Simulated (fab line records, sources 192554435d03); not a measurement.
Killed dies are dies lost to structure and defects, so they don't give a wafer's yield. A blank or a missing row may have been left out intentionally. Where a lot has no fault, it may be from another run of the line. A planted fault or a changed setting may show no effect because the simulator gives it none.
A lot that was struck, set against a sound lot	flow n5Finfet	16 out of 1938 route steps
Sound: wafers L886.3, L886.5, L886.6. Struck: wafer L897.5. (L897.1, L897.2 of the same lot were not struck and are left out.) The cause comes at the end.
At each step with rows: each side's tool, then ch and its chambers, then its first start. Under that, the readings that differ: sound wafers	struck wafers	difference of the means	sigmas: that difference in standard deviations of wafers without a fault.
alike: words and numbers the same on both sides, and readings whose means are apart by under 2 such deviations; not compared: readings that were withheld, readings missing a value for some wafer, numbers with overlapping values and no deviation given by the record, and bounds like >300 which may hide the same value.
A row with sigmas, a row that says differs or no value, or rows on one side alone: a step with any of these is where the two part. When numbers do not overlap yet have no deviation, they are printed without sigmas and do not part them. A reading that every wafer of one side lacks parts them only if that side has two wafers or more.

first, 8 steps without rows for these wafers: N5_SD_EPI_P_COAT_34 (time 60 s, resist thk 350 nm); N5_SD_EPI_P_COAT_35 (time 60 s, resist thk 35 nm); N5_SD_EPI_P_COAT_03 (resist thk 150 nm); N5_SD_EPI_P_EBR_05; N5_SD_EPI_P_SOFTBAKE_04 (time 60 s); N5_SD_EPI_P_EXPOSE_06 (exposes mask SD P BLK, target cd 240 nm); N5_SD_EPI_P_PEB_07 (peb time 60 s); N5_SD_EPI_P_DEVELOP_08 (develop time 30 s).
N5_SD_EPI_P_CD_MEAS_09: target cd 240 nm.
  sound on cdSem-03 ch 0, day 3 21:49; struck on cdSem-02 ch 0, day 6 11:49
  alike: cdNm
N5_SD_EPI_P_OVL_MEAS_10:
  sound on overlay-02 ch 0, day 3 21:50; struck on overlay-01 ch 0, day 6 11:51
  alike: SD_P_BLK_OVL
N5_SD_EPI_P_INSPECT_11: inspects for defects (macro).
  sound: defectInspect-01 at day 3 21:52; struck: defectInspect-02 at day 6 11:52
  alike: rawDefectCount
N5_SD_EPI_P_DESCUM_14: chemistry O2, time 7.9 s.
  sound on rieDiel-06 ch 1,2, day 3 21:54; struck on rieDiel-05 ch 0, day 6 12:01
reading	sound	struck	difference	sigmas
drypumpMotorCurrentA (A)	6.1 5.9 6.0	5.1	-0.9	-3
oesProductAu (a.u.)	0.93 0.73 0.94	0.70	-0.17	-2
throttleValvePct (%)	19.91 20.39 19.92	20.70	+0.63	+2
  alike: rfVppV, showerheadPlenumPTorr
  not compared: rfHoursCounterH
N5_SD_EPI_P_ETCH_36: etches SiARC in CF4, target depth 45.5 nm, time 75.8 s.
  sound on rieDiel-06 ch 1,2, day 3 21:56; struck on rieDiel-05 ch 0, day 6 12:03
reading	sound	struck	difference	sigmas
biasW (W)	36.00 36.07 36.03	34.68	-1.35	-11
drypumpMotorCurrentA (A)	6.0 5.9 6.0	5.1	-0.9	-2
etchRfOnTimeS (s)	72.6 75.2 72.5	77.2	+3.8	+3
oesProductAu (a.u.)	0.82 0.63 0.82	0.59	-0.17	-3
rfVppV (V)	183.3 182.8 182.3	180.0	-2.8	-3
throttleValvePct (%)	15.17 15.70 15.16	15.94	+0.60	+2
  alike: mfcArSccm, showerheadPlenumPTorr
  not compared: rfHoursCounterH
N5_SD_EPI_P_ETCH_37: etches SOC in N2/H2, overetch 108 nm, time 486 s.
  sound on rieDiel-06 ch 1,2, day 3 21:59; struck on rieDiel-05 ch 0, day 6 12:07
reading	sound	struck	difference	sigmas
biasW (W)	133.9 133.0 133.4	132.6	-0.8	-2
drypumpMotorCurrentA (A)	6.0 5.9 6.0	5.1	-0.9	-2
oesProductAu (a.u.)	0.84 0.65 0.83	0.62	-0.15	-2
throttleValvePct (%)	22.9 23.7 22.9	24.2	+1.0	+3
  alike: rfVppV, showerheadPlenumPTorr
  not compared: rfHoursCounterH
-- here the record skips 5 days between the struck wafers' starts before and after, leaving off in module SD_EPI_P and picking up in module BEOL_M4 (first step shown: number 1111 of the route) --
N5_BEOL_M4_RC_MEAS_101:
  sound on prober-02 ch 0, day 8 05:37; struck on prober-01 ch 0, day 11 01:32
  alike: DIBL_N, DIBL_P, IOFF_N, IOFF_P, ION_N, ION_P, SS_N, SS_P, VT_N, VT_P
-- the record jumps here: 4 days lie between the struck wafers' starts before and after (it left off in module BEOL_M4 and takes up again in module PASSIVATION, whose first step shown is number 1936 of the route) --
N5_PASSIVATION_PROBE_49:
  sound: prober-01 at day 12 15:44; struck: prober-02 at day 15 09:19
reading	sound	struck	difference	sigmas
killed_at_M0_to_M3	45 51 45	24	-23	-2
killedShort	41 40 30	18	-19	-3
sort_bin_5_function (%)	5.3 4.8 6.4	3.8	-1.7	-2
  alike: defectLimitedYield, killed_at_M4_up, killedAtContacts, killedAtFrontEnd, killedAtOther, killedDies, killedOpen, sort_bin_6_memory, sort_bin_8_speed, sortNPass, sortYieldPct

== WHERE THEY PART ==
Earliest at N5_SD_EPI_P_DESCUM_14; latest, in this record, at N5_PASSIVATION_PROBE_49.

WHY: what had been put in by the simulator
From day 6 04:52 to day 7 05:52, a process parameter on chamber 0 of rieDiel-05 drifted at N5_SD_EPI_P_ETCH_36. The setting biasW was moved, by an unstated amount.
